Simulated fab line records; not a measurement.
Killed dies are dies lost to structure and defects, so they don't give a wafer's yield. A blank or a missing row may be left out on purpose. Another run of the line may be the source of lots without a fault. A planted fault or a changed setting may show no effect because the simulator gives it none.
Matching of chambers + flow n5-finfet + N5_BEOL_M4_CO_CAP_55 on cvd-co-01: 3 sister chambers
The step material Co, precursor CCTBA/H2, target thk 2 nm, time 102.1 s. 27 wafers are shown with their chamber, then 12 later ones without.

## WAFERS, EACH WITH ITS CHAMBER
| wafer  | chamber | heater-power-w (W) | susceptor-temp-C (C) |
|--------|---------|--------------------|----------------------|
| L075.2 | 2       | 217                | 199.88               |
| L075.4 | 0       | 208                | 199.79               |
| L075.5 | 1       | 232                | 199.94               |
| L076.3 | 2       | 210                | 200.11               |
| L076.4 | 0       | 203                | 200.10               |
| L076.6 | 2       | 211                | 200.04               |
| L077.2 | 2       | 210                | 199.90               |
| L077.4 | 0       | 201                | 200.26               |
| L077.5 | 1       | 227                | 200.09               |
| L078.1 | 0       | 200                | 199.85               |
| L078.3 | 2       | 210                | 199.82               |
| L078.5 | 2       | 216                | 199.56               |
| L079.1 | 2       | 214                | 199.88               |
| L079.2 | 0       | 201                | 200.22               |
| L079.6 | 2       | 207                | 199.76               |
| L081.2 | 0       | 196                | 199.82               |
| L081.3 | 1       | 229                | 199.78               |
| L081.5 | 0       | 203                | 199.75               |
| L083.1 | 2       | 213                | 200.22               |
| L083.2 | 1       | 227                | 199.95               |
| L083.4 | 2       | 211                | 199.98               |
| L084.1 | 2       | 213                | 199.78               |
| L084.2 | 0       | 205                | 200.09               |
| L084.4 | 0       | 199                | 199.83               |
| L095.2 | 2       | 217                | 200.13               |
| L095.5 | 0       | 203                | 199.89               |
| L095.6 | 2       | 210                | 200.16               |

SIGNATURES (averages over the wafers above)
| reading          | chamber 0 | chamber 1 | chamber 2 | scatter within a chamber |
|------------------|-----------|-----------|-----------|--------------------------|
| heater-power-w   | 201.90    | 228.75    | 212.23    | 3.1                      |
| susceptor-temp-C | 199.9600  | 199.9400  | 199.9400  | 0.182                    |
Rule: for each reading, subtract the chamber's mean from the wafer's reading, divide by that reading's scatter and square the result; add these up over the readings and take the root, which gives the wafer's distance from the chamber. The wafer belongs to the nearest chamber; if the next one is less than 2 further off, it can't be placed. The scatter: the root of (the sum of the squares of (reading less its chamber's mean) over the shown wafers, divided by (wafers less chambers)).

## WAFERS WHOSE CHAMBER IS MISSING
| wafer  | heater-power-w (W) | susceptor-temp-C (C) |
|--------|--------------------|----------------------|
| L085.2 | 214                | 199.83               |
| L085.4 | 211                | 199.96               |
| L085.6 | 225                | 200.11               |
| L091.1 | 209                | 199.81               |
| L091.2 | 235                | 200.18               |
| L091.3 | 209                | 200.01               |
| L093.2 | 215                | 199.95               |
| L093.3 | 225                | 200.26               |
| L093.6 | 227                | 200.19               |
| L097.1 | 202                | 199.98               |
| L097.3 | 215                | 199.81               |
| L097.6 | 200                | 199.91               |

## WHICH CHAMBER EACH ONE RAN IN
| wafer  | from the rows above     | in truth |
|--------|-------------------------|----------|
| L085.2 | 2                       | 2        |
| L085.4 | 2                       | 2        |
| L085.6 | 1                       | 1        |
| L091.1 | can't be placed: 2 or 0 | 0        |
| L091.2 | 1                       | 1        |
| L091.3 | can't be placed: 2 or 0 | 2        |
| L093.2 | 2                       | 2        |
| L093.3 | 1                       | 1        |
| L093.6 | 1                       | 1        |
| L097.1 | 0                       | 0        |
| L097.3 | 2                       | 2        |
| L097.6 | 0                       | 0        |
Placed correctly: 10 of 12. Unplaceable from these rows: 2, with the true chamber sitting among the candidates in 2. Number placed wrongly: 0.
